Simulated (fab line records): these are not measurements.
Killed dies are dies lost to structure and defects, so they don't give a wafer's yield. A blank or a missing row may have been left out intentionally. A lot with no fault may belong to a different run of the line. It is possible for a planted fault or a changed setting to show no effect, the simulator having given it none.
Chamber matching | flow n5Finfet | rieDiel-04 running N5_BEOL_M8_STRIP_67: 4 sister chambers
The step strips in CF4. 4 wafers are shown with their chamber, then 7 later ones without.

## WAFERS PAIRED WITH THEIR CHAMBERS
wafer  | chamber | throttleValvePct (%)
L081.2 | 2       | 13.93
L081.6 | 0       | 13.66
L088.1 | 3       | 13.23
L088.2 | 1       | 13.49

## WAFERS WHOSE CHAMBER IS MISSING
wafer  | throttleValvePct (%)
L088.3 | 13.71
L094.1 | 12.96
L094.2 | 13.75
L094.3 | 13.41
L096.2 | 13.42
L096.3 | 12.99
L096.5 | 13.42

## WHICH CHAMBER EACH ONE RAN IN
wafer  | from the rows above          | in truth
L088.3 | can't be placed: 0 or 2 or 1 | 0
L094.1 | can't be placed: 3 or 1      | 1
L094.2 | can't be placed: 0 or 2 or 1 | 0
L094.3 | can't be placed: 1 or 3 or 0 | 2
L096.2 | can't be placed: 1 or 3 or 0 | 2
L096.3 | can't be placed: 3 or 1      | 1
L096.5 | can't be placed: 1 or 3 or 0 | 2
Placed correctly: 0 of 7. From these rows, 7 cannot be placed; in 4 the true chamber is one of the candidates. Wrongly placed: 0.
How it was worked out, from the rows above alone: a wafer's distance from a chamber is the root of the sum, over the readings, of the square of ((its reading less the chamber's mean) divided by the reading's scatter). If the next closest chamber is less than 2 further off than the closest, the wafer can't be placed; otherwise it belongs to the closest. Each chamber's mean is taken over the wafers shown for it. The scatter: root of mean squared gap, hidden wafer to nearest shown wafer, with one shown wafer a chamber.
